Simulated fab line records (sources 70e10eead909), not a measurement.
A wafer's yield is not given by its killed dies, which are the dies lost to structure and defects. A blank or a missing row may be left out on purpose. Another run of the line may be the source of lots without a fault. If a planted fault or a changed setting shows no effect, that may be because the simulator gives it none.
Which tool is to blame?    flow nand harc    36 wafers from 12 lots sampled at 5 of the route's 1159 steps

== WHAT THE GAUGES SHOWED, per wafer ==
NHARC_A_CONTACT_CD_MEAS_80.
lot   measured      on         cd nm (nm)
L078  day 17 03:34  cd sem-01  190.4 190.6 190.3
L076  day 17 10:01  cd sem-02  189.7 189.1 189.5
L077  day 17 22:27  cd sem-02  188.2 188.6 188.8
L081  day 18 21:41  cd sem-01  189.5 190.2 190.6
L084  day 19 10:10  cd sem-03  188.4 188.9 189.1
L086  day 19 13:50  cd sem-02  190.1 190.1 189.3
L087  day 19 18:17  cd sem-01  190.4 190.1 189.5
L090  day 20 01:26  cd sem-03  189.1 188.9 189.0
L094  day 20 23:37  cd sem-01  189.3 189.0 190.0
L092  day 21 09:13  cd sem-03  189.7 190.9 189.7
L097  day 22 15:43  cd sem-02  189.7 189.6 189.0
L096  day 22 21:48  cd sem-03  189.6 188.5 189.4

== TOOL THAT RAN EACH LOT (tool first, then ch and the chambers of the sampled wafers, then the start) ==
lot   NHARC_A_CONTACT_DEP_24           NHARC_A_CONTACT_ETCH_48             NHARC_A_CONTACT_ETCH_117              NHARC_A_CONTACT_ETCH_126
L078  pecvd-02 ch 0,1,2, day 16 11:39  rie diel-03 ch 0,1, day 16 16:33    har cap etch-02 ch 0,1, day 16 18:28  har cap etch-03 ch 0,1, day 17 01:26
L076  pecvd-03 ch 0,1,2, day 16 16:19  rie diel-08 ch 0,1,3, day 16 20:49  har cap etch-02 ch 0, day 17 00:04    har cap etch-02 ch 0,1, day 17 08:11
L077  pecvd-02 ch 1,2, day 17 04:24    rie diel-08 ch 1,2,3, day 17 10:51  har cap etch-02 ch 0,1, day 17 12:56  har cap etch-02 ch 0,1, day 17 20:19
L081  pecvd-04 ch 0,1, day 18 06:18    rie diel-13 ch 1,2,3, day 18 10:12  har cap etch-02 ch 1, day 18 12:02    har cap etch-02 ch 0,1, day 18 19:56
L084  pecvd-04 ch 1,2, day 18 16:09    rie diel-08 ch 0,3, day 18 21:37    har cap etch-01 ch 0,1, day 18 23:27  har cap etch-03 ch 0,1, day 19 08:23
L086  pecvd-04 ch 0,1,2, day 18 20:51  rie diel-03 ch 0,2, day 19 02:53    har cap etch-03 ch 0,1, day 19 04:41  har cap etch-03 ch 0,1, day 19 12:02
L087  pecvd-04 ch 0,1, day 19 02:19    rie diel-08 ch 1,2, day 19 07:55    har cap etch-01 ch 0,1, day 19 09:44  har cap etch-02 ch 0,1, day 19 16:32
L090  pecvd-02 ch 1,2, day 19 09:07    rie diel-03 ch 1,2,3, day 19 13:12  har cap etch-03 ch 0,1, day 19 15:44  har cap etch-01 ch 0,1, day 19 23:11
L094  pecvd-04 ch 0,1,2, day 20 09:41  rie diel-03 ch 0,2, day 20 13:31    har cap etch-03 ch 0, day 20 15:22    har cap etch-02 ch 0, day 20 21:50
L092  pecvd-04 ch 0,1, day 20 14:03    rie diel-03 ch 0,1, day 20 19:53    har cap etch-03 ch 0,1, day 20 21:46  har cap etch-02 ch 0,1, day 21 07:30
L097  pecvd-03 ch 0,1, day 22 00:16    rie diel-03 ch 0,1,2, day 22 04:05  har cap etch-02 ch 0,1, day 22 06:08  har cap etch-02 ch 0,1, day 22 13:55
L096  pecvd-02 ch 0,1,2, day 22 04:56  rie diel-03 ch 1,2,3, day 22 10:24  har cap etch-01 ch 0,1, day 22 12:32  har cap etch-03 ch 0,1, day 22 19:56
- NHARC_A_CONTACT_DEP_24: deposits SiO2, target thk 500 nm.
- NHARC_A_CONTACT_ETCH_48: etches the open film in CF4, target depth 39 nm, time 65 s.
- NHARC_A_CONTACT_ETCH_117: etches the open film in C4F8/O2/Ar, time 94 s, target depth 922 nm.
- NHARC_A_CONTACT_ETCH_126: etches the open film in C4F8/O2/Ar, time 155 s, target depth 956 nm.

== THE ANSWER, worked out from the rows above alone ==
Rule: usual is defined by the lots themselves. Put in order of their means at a reading, lots are off if they are a third of the lots or fewer, leave a main group of 4 or more, and stand apart from it by a gap of 3 or more times the standard deviation of the main group's means; of several such gaps the widest counts. A main group whose means are all the same, to the digits that the tables above print for the reading, isn't used. A lot without any number at a reading at which 4 lots or more have one is off too. The other lots that the step has rows for count as sound.
No lot is off at any reading shown: from this, nothing can be told.

== WHAT HAD BEEN PUT IN BY THE SIMULATOR ==
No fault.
